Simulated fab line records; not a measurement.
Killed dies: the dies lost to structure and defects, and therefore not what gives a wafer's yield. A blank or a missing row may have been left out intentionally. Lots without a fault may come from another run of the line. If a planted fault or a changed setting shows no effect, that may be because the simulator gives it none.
fab line records ; flow nand-harc
record lots=12; wafers=36; last-day=32
route steps=1302 shown A_STAIRCASE@745 END@1302
lots untouched by any fault: they come from a run of this same line in which no faults occurred
start-h: hours from the record's first day to the start of the lot's first wafer shown ; wait-h: time in hours since the lot's previous step ; " identical to the entry in the row above ; L1.1+2: a row that stands for several wafers ; - no value present, or no start provided ; * or withheld: withheld ; < > ~ a bound
route shown NAME@n: NAME is a module with steps in the file, n the number in the route of the first one ; usual: the fault-free wafers' mean and standard deviation ; same: alike in all rows ; chamber/n: place in a boat ; sites: readings site by site ; _std_site: their standard deviation ; _edge_site: outer sites' mean less inner sites' ; radius-mm: how far each site lies from the wafer's centre ; mask NAME#n: copy n ; behind: the tool/chamber that last shaped the wafer ; hold: why the lot was held/for how many hours/how that ended ; device: whichever transistor did not switch (one of n, p or np) ; end of line: at the end of the route, the tests of the same wafers ; for a step that has no rows: nothing shown but its recipe ; killed: not the wafer's yield, but the dies lost to structure and defects at the first sort ; map: a wafer's dies, x killed, . not, _ none there
set.NAME: the setting as run; set.NAME@STEP: as run at that earlier step ; model.NAME: the simulator's own value behind a step, which no gauge read
one table for each step of the route and one row for each wafer, over a sample of lots
services: when a tool's chamber went out of use (start-h, in hours from the record's first day, below 0 if earlier), for how many hours, and the reason
## steps
# step NHARC_A_STAIRCASE_TRIM_231
# recipe time-s=211.2; o2-flow-sccm=500; ar-flow-sccm=0; bias-w=0; chemistry=O2
# usual drypump-motor-current-A=5.8/0.52; oes-product-au=1.000/0.0094; rf-vpp-V=57.9/0.96; showerhead-plenum-p-Torr=3.60/0.19; throttle-valve-pct=17.036/0.0096
lot.wafer;tool;chamber;start-h;wait-h;drypump-motor-current-A;oes-product-au;rf-hours-counter-h;rf-vpp-V;showerhead-plenum-p-Torr;throttle-valve-pct
L960.1;rie-diel-05;2;-;-;6.2;1.008;41;59.5;3.78;17.043
L960.2;rie-diel-05;3;-;-;5.3;0.991;42;56.7;3.58;17.043
L960.3;rie-diel-05;0;-;-;4.7;1.005;42;56.6;3.62;17.028
L959.4;rie-diel-07;2;-;-;5.7;0.996;22;57.7;3.32;17.040
L959.1;rie-diel-07;0;-;-;5.9;0.992;28;56.0;3.66;17.058
L959.3;rie-diel-07;1;-;-;5.8;1.015;22;58.5;3.79;17.031
L962.3;rie-diel-05;1;-;-;5.5;1.004;52;57.4;3.37;17.014
L962.2;rie-diel-05;2;-;-;6.2;0.999;51;58.6;3.78;17.041
L962.5;rie-diel-05;1;-;-;5.5;1.002;-;56.3;3.37;17.045
L963.4;rie-diel-03;3;-;-;6.7;1.013;38;57.1;3.79;17.037
L963.3;rie-diel-03;2;-;-;6.1;1.029;16;57.6;3.77;17.041
L963.6;rie-diel-03;0;-;-;5.6;1.003;-;58.1;3.31;17.042
L964.3;rie-diel-03;0;-;-;5.7;1.000;34;57.2;3.31;17.043
L964.2;rie-diel-03;1;-;-;6.1;0.996;40;57.6;3.29;17.035
L964.5;rie-diel-03;3;-;-;6.6;0.994;-;58.2;3.79;17.025
L969.4;rie-diel-03;3;-;-;6.7;0.990;4;59.0;3.77;17.044
L969.6;rie-diel-03;1;-;-;6.1;1.000;-;58.9;3.81;17.044
L969.5;rie-diel-03;2;-;-;6.1;1.008;-;56.2;3.75;17.034
L972.2;rie-diel-03;3;-;-;6.6;1.000;12;60.0;3.77;17.039
L972.5;rie-diel-03;2;-;-;6.1;1.009;-;58.2;3.75;17.027
L972.4;rie-diel-03;3;-;-;6.6;1.000;-;57.6;3.77;17.037
L974.1;rie-diel-05;2;-;-;6.2;0.984;26;59.4;3.76;17.046
L974.3;rie-diel-05;3;-;-;5.3;0.997;26;57.8;3.56;17.038
L974.5;rie-diel-05;2;-;-;6.2;0.992;-;57.8;3.76;17.035
L973.3;rie-diel-03;2;-;-;6.1;1.012;17;58.7;3.75;17.045
L973.4;rie-diel-03;0;-;-;5.7;1.005;16;56.5;3.29;17.023
L973.5;rie-diel-03;3;-;-;6.6;0.997;-;57.5;3.77;17.046
L975.1;rie-diel-05;0;-;-;4.7;1.008;36;58.2;3.59;17.031
L975.4;rie-diel-05;2;-;-;6.2;0.985;37;59.3;3.75;17.032
L975.5;rie-diel-05;1;-;-;5.5;1.002;-;57.2;3.35;17.036
L977.4;rie-diel-03;0;-;-;5.7;1.009;20;57.9;3.29;17.014
L977.1;rie-diel-03;2;-;-;6.0;1.012;21;59.6;3.74;17.042
L977.5;rie-diel-03;1;-;-;6.0;1.001;-;56.9;3.80;17.048
L980.3;rie-diel-05;2;-;-;6.2;0.993;50;57.9;3.75;17.033
L980.2;rie-diel-05;0;-;-;4.7;1.006;51;59.2;3.58;17.047
L980.6;rie-diel-05;2;-;-;6.2;1.003;-;57.9;3.75;17.036
# step NHARC_A_STAIRCASE_DESCUM_252
# recipe time-s=3; o2-flow-sccm=200; ar-flow-sccm=0; bias-power-w=0; chemistry=O2
# usual drypump-motor-current-A=5.9/0.35; oes-product-au=1.001/0.0089; rf-vpp-V=57.9/1; showerhead-plenum-p-Torr=1.95/0.11; throttle-valve-pct=11.310/0.01
lot.wafer;tool;chamber;start-h;wait-h;drypump-motor-current-A;oes-product-au;rf-hours-counter-h;rf-vpp-V;showerhead-plenum-p-Torr;throttle-valve-pct
L960.2;rie-diel-07;1;358.99;-;5.8;1.006;21;59.9;2.07;11.295
L960.3;rie-diel-07;2;358.99;-;5.7;0.989;21;56.7;1.79;11.299
L960.1;rie-diel-07;3;358.99;-;6.1;0.997;14;57.4;1.98;11.298
L959.3;rie-diel-07;0;365.21;-;5.9;0.995;28;57.8;1.99;11.319
L959.1;rie-diel-07;1;365.21;-;5.8;0.999;22;57.9;2.07;11.286
L959.4;rie-diel-07;2;365.21;-;5.7;0.999;23;57.6;1.79;11.311
L962.3;rie-diel-05;1;399.34;-;5.5;1.009;53;57.8;1.82;11.311
L962.2;rie-diel-05;0;399.34;-;4.7;0.994;55;58.1;1.96;11.309
L962.5;rie-diel-05;1;399.34;-;5.5;1.005;-;57.7;1.82;11.282
L963.3;rie-diel-03;1;406.95;-;6.1;1.004;41;58.1;1.77;11.326
L963.4;rie-diel-03;3;406.95;-;6.6;1.004;39;57.5;2.06;11.306
L963.6;rie-diel-03;1;406.95;-;6.1;1.001;-;55.5;1.77;11.317
L964.2;rie-diel-07;1;407.15;-;5.8;1.002;39;56.6;2.06;11.331
L964.3;rie-diel-07;3;407.15;-;6.1;0.988;29;57.8;1.97;11.304
L964.5;rie-diel-07;1;407.15;-;5.8;0.995;-;59.5;2.06;11.306
L969.4;rie-diel-05;3;473.82;-;5.3;0.999;18;59.0;1.93;11.321
L969.5;rie-diel-05;3;473.82;-;5.3;0.996;-;56.3;1.93;11.299
L969.6;rie-diel-05;0;473.82;-;4.7;0.994;-;57.9;1.95;11.311
L972.2;rie-diel-03;0;497.03;-;5.7;1.014;10;57.5;1.78;11.314
L972.4;rie-diel-03;1;497.03;-;6.1;1.005;9;58.3;2.07;11.305
L972.5;rie-diel-03;0;497.03;-;5.7;1.013;-;57.3;1.78;11.299
L974.3;rie-diel-03;1;506.37;-;6.1;1.004;14;58.3;2.07;11.313
L974.1;rie-diel-03;2;506.37;-;6.0;1.009;16;58.1;2.04;11.302
L974.5;rie-diel-03;2;506.37;-;6.1;1.017;-;58.6;2.04;11.308
L973.3;rie-diel-03;3;510.93;-;6.7;1.005;20;58.1;2.05;11.293
L973.4;rie-diel-03;0;510.93;-;5.7;1.002;17;57.6;1.78;11.302
L973.5;rie-diel-03;0;510.93;-;5.7;1.006;-;58.2;1.78;11.305
L975.1;rie-diel-07;0;521.02;-;5.9;1.000;12;58.5;1.98;11.304
L975.4;rie-diel-07;3;521.02;-;6.1;0.994;15;57.5;1.96;11.322
L975.5;rie-diel-07;0;521.02;-;5.9;0.985;-;57.2;1.98;11.319
L977.1;rie-diel-03;2;533.01;-;6.1;1.009;21;57.8;2.04;11.293
L977.4;rie-diel-03;3;533.01;-;6.6;1.007;23;57.6;2.05;11.300
L977.5;rie-diel-03;1;533.01;-;6.1;0.999;-;57.9;2.07;11.321
L980.2;rie-diel-07;2;570.43;-;5.7;1.012;31;57.0;1.77;11.314
L980.3;rie-diel-07;3;570.43;-;6.1;1.005;36;57.0;1.96;11.307
L980.6;rie-diel-07;3;570.43;-;6.2;0.995;-;57.7;1.96;11.307
# step NHARC_A_STAIRCASE_STRIP_254
# recipe power-w=1500; temp-c=250; chemistry=O2
# usual drypump-motor-current-A=5.8/0.75; heater-power-w=364/25; temp-c=249.99/0.19
lot.wafer;tool;chamber;start-h;wait-h;drypump-motor-current-A;heater-power-w;rf-hours-counter-h;temp-c
L960.1;plasma-asher-01;0;359.16;-;5.4;388;2;249.96
L960.2;plasma-asher-01;1;359.16;-;6.3;387;2;249.94
L960.3;plasma-asher-01;1;359.16;-;6.3;380;-;250.03
L959.1;plasma-asher-01;0;365.42;-;5.4;384;3;249.75
L959.4;plasma-asher-01;1;365.42;-;6.3;387;-;250.18
L959.3;plasma-asher-01;0;365.42;-;5.4;388;-;249.86
L962.2;plasma-asher-01;0;399.56;-;5.4;381;8;249.99
L962.3;plasma-asher-01;1;399.56;-;6.4;377;-;250.18
L962.5;plasma-asher-01;0;399.56;-;5.4;385;-;249.84
L963.3;plasma-asher-01;0;407.20;-;5.4;395;-;250.25
L963.4;plasma-asher-01;1;407.20;-;6.3;389;-;250.02
L963.6;plasma-asher-01;1;407.20;-;6.3;379;-;250.03
L964.2;plasma-asher-02;0;407.33;-;4.7;350;31;250.13
L964.3;plasma-asher-02;0;407.33;-;4.7;353;-;249.81
L964.5;plasma-asher-02;0;407.33;-;4.7;352;-;249.87
L969.4;plasma-asher-01;0;474.14;-;5.4;386;-;249.84
L969.6;plasma-asher-01;1;474.14;-;6.3;385;-;249.86
L969.5;plasma-asher-01;0;474.14;-;5.4;389;-;249.72
L972.2;plasma-asher-02;1;497.31;-;6.6;340;10;250.06
L972.4;plasma-asher-02;1;497.31;-;6.6;324;-;249.81
L972.5;plasma-asher-02;1;497.31;-;6.6;315;-;249.45
L974.1;plasma-asher-02;0;506.67;-;4.7;360;12;249.93
L974.3;plasma-asher-02;1;506.67;-;6.6;322;-;249.99
L974.5;plasma-asher-02;0;506.67;-;4.7;359;-;249.88
L973.3;plasma-asher-02;1;511.20;-;-;-;-;-
L973.4;plasma-asher-02;0;511.20;-;-;-;-;-
L973.5;plasma-asher-02;1;511.20;-;-;-;-;-
L975.1;plasma-asher-02;1;521.73;-;-;-;-;-
L975.4;plasma-asher-02;1;521.73;-;-;-;-;-
L975.5;plasma-asher-02;1;521.73;-;-;-;-;-
L977.1;plasma-asher-01;1;533.39;-;-;-;-;-
L977.4;plasma-asher-01;1;533.39;-;-;-;-;-
L977.5;plasma-asher-01;0;533.39;-;-;-;-;-
L980.2;plasma-asher-01;0;570.77;-;5.4;377;7;249.80
L980.3;plasma-asher-01;0;570.77;-;5.4;371;-;249.73
L980.6;plasma-asher-01;1;570.77;-;6.3;384;-;249.75
# step NHARC_A_STAIRCASE_HM_DEP_456
# recipe target-thk-a=31000; temp-c=400; material=aC
# usual throttle-valve-pct=35.000/0.009
lot.wafer;tool;chamber;start-h;wait-h;throttle-valve-pct
L960.1;acl-dep-02;0;360.31;-;35.005
L960.2;acl-dep-02;0;360.31;-;34.999
L960.3;acl-dep-02;0;360.31;-;34.997
L959.1;acl-dep-02;0;366.84;-;34.985
L959.3;acl-dep-02;0;366.84;-;35.014
L959.4;acl-dep-02;0;366.84;-;35.006
L962.2;acl-dep-02;0;400.63;-;35.010
L962.3;acl-dep-02;0;400.63;-;34.988
L962.5;acl-dep-02;0;400.63;-;35.002
L964.2;acl-dep-01;0;408.99;-;34.984
L964.3;acl-dep-01;0;408.99;-;34.998
L964.5;acl-dep-01;0;408.99;-;35.017
L963.3;acl-dep-03;0;409.15;-;35.002
L963.4;acl-dep-03;0;409.15;-;34.992
L963.6;acl-dep-03;0;409.15;-;35.011
L969.4;acl-dep-03;0;477.66;-;35.007
L969.5;acl-dep-03;0;477.66;-;35.007
L969.6;acl-dep-03;0;477.66;-;35.016
L972.2;acl-dep-02;0;499.12;-;35.002
L972.4;acl-dep-02;0;499.12;-;35.004
L972.5;acl-dep-02;0;499.12;-;34.996
L974.1;acl-dep-03;0;508.92;-;35.008
L974.3;acl-dep-03;0;508.92;-;34.995
L974.5;acl-dep-03;0;508.92;-;34.972
L973.3;acl-dep-02;0;512.54;-;34.995
L973.4;acl-dep-02;0;512.54;-;34.984
L973.5;acl-dep-02;0;512.54;-;34.987
L975.1;acl-dep-03;0;528.42;-;34.992
L975.4;acl-dep-03;0;528.42;-;35.008
L975.5;acl-dep-03;0;528.42;-;35.000
L977.1;acl-dep-02;0;535.34;-;35.022
L977.4;acl-dep-02;0;535.34;-;35.004
L977.5;acl-dep-02;0;535.34;-;35.007
L980.2;acl-dep-03;0;576.19;-;35.001
L980.3;acl-dep-03;0;576.19;-;34.995
L980.6;acl-dep-03;0;576.19;-;35.006
# step NHARC_END_SORT_01
# recipe temp-c=25
# usual killed-at-array=62/20; killed-at-other=0.8/1.1; killed-at-periphery=3.5/2.4; killed-dies=66/21; killed-open=3.5/1.9; killed-short=2.5/1.7
# same gross-dies=677
lot.wafer;tool;chamber;start-h;wait-h;killed-at-array;killed-at-other;killed-at-periphery;killed-dies;killed-open;killed-short
L974.1;prober-02;0;705.18;2.5;98;0;4;102;6;2
L974.3;prober-02;0;706.77;3.1;110;1;2;113;3;0
L974.5;prober-02;0;708.37;3.7;90;0;3;93;4;4
L973.3;prober-01;0;706.78;3.1;25;0;3;28;4;4
L973.4;prober-01;0;707.58;3.4;21;0;1;22;1;2
L973.5;prober-01;0;708.38;3.7;21;0;6;27;2;4
# killed by level:class
L974.1 A_CHANNEL_HOLE_D1:chamber-film-flake=32 A_CHANNEL_HOLE_D2:chamber-film-flake=26 A_SLIT:chamber-film-flake=25 A_DECK1_JOINT:chamber-film-flake=4 A_BONDPAD:chamber-film-flake=3 A_CONTACT:chamber-film-flake=3 P_CONTACT:geometric-particle:open=2 A_M0:geometric-particle:open=2
L974.3 A_SLIT:chamber-film-flake=36 A_CHANNEL_HOLE_D1:chamber-film-flake=35 A_CHANNEL_HOLE_D2:chamber-film-flake=26 A_CONTACT:chamber-film-flake=6 A_BONDPAD:chamber-film-flake=3 A_BLC:geometric-particle:open=2 P_M0:geometric-particle:open=1 P_M2:chamber-film-flake=1
L973.3 A_CHANNEL_HOLE_D1:chamber-film-flake=8 A_CONTACT:chamber-film-flake=4 A_ONON_D1:geometric-particle:short=2 A_DECK1_JOINT:geometric-particle:open=2 P_BONDPAD:chamber-film-flake=2 A_SLIT:chamber-film-flake=2 A_WL_FILL:chamber-film-flake=2 P_M2:geometric-particle:short=1
L973.4 A_CHANNEL_HOLE_D1:chamber-film-flake=5 A_CONTACT:chamber-film-flake=5 A_WL_FILL:chamber-film-flake=4 A_SLIT:chamber-film-flake=3 P_M2:geometric-particle:short=1 A_WL_FILL:geometric-particle:open=1 A_WL_FILL:geometric-particle:short=1 A_CHANNEL_FILL_D1:chamber-film-flake=1
L974.5 A_SLIT:chamber-film-flake=32 A_CHANNEL_HOLE_D1:chamber-film-flake=22 A_CHANNEL_HOLE_D2:chamber-film-flake=21 A_CONTACT:chamber-film-flake=3 A_BONDPAD:chamber-film-flake=3 A_M1:geometric-particle:open=2 P_M2:chamber-film-flake=2 P_CONTACT:geometric-particle:short=1
L973.5 A_CHANNEL_HOLE_D1:chamber-film-flake=5 A_SLIT:chamber-film-flake=4 A_CONTACT:chamber-film-flake=3 P_BONDPAD:chamber-film-flake=2 A_CHANNEL_FILL_D1:chamber-film-flake=2 A_CHANNEL_HOLE_D2:chamber-film-flake=2 A_WL_FILL:chamber-film-flake=2 P_GATE:geometric-particle:short=1
## services
tool;chamber;start-h;hours;kind
rie-diel-05;-;333.91;2.4;repair
rie-diel-05;3;339.88;1.6;repair
plasma-asher-01;-;342.22;9.0;pm
rie-diel-07;1;348.32;7.1;repair
rie-diel-07;3;350.71;6.8;repair
rie-diel-05;0;352.29;2.8;repair
rie-diel-05;2;371.79;6.8;repair
plasma-asher-01;-;382.90;3.7;repair
rie-diel-07;0;395.55;6.7;repair
rie-diel-05;-;406.75;9.0;pm
rie-diel-03;3;414.78;10.4;repair
rie-diel-07;3;415.93;18.2;repair
acl-dep-02;-;424.87;13.0;pm
rie-diel-03;-;458.30;9.0;pm
rie-diel-05;-;466.57;7.1;repair
rie-diel-07;-;471.20;9.0;pm
rie-diel-03;1;477.21;2.8;repair
rie-diel-03;0;492.39;3.5;repair
rie-diel-07;0;497.96;6.9;repair
plasma-asher-01;-;519.43;9.0;pm
rie-diel-05;1;535.89;5.3;repair
rie-diel-03;-;537.05;0.6;repair
rie-diel-05;0;553.50;2.5;repair
rie-diel-03;0;568.97;94.2;repair
## key
first-sign step=NHARC_A_STAIRCASE_STRIP_254; reading=tool-record; direction=missing
effect none on later readings
met-at NHARC_A_STAIRCASE_STRIP_254
struck-lots L973,L975,L977
tester-left-out L973,L975,L977
not-acting-at NHARC_A_STAIRCASE_TRIM_231,NHARC_A_STAIRCASE_DESCUM_252,NHARC_A_STAIRCASE_HM_DEP_456
onset-between 506.67 511.20
fault kind=skipped-step-whole; tool=plasma-asher-01,plasma-asher-02; chamber=-; onset-h=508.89; steps=NHARC_A_STAIRCASE_STRIP_254; scope=struck-lots-only
# tester-left-out: of these lots the tester's yield and bins aren't shown, on N5 and GAA mostly nor the transistor test; their killed dies are dies lost to structure and defects alone, not to doping, threshold or leakage, so they don't give the yield
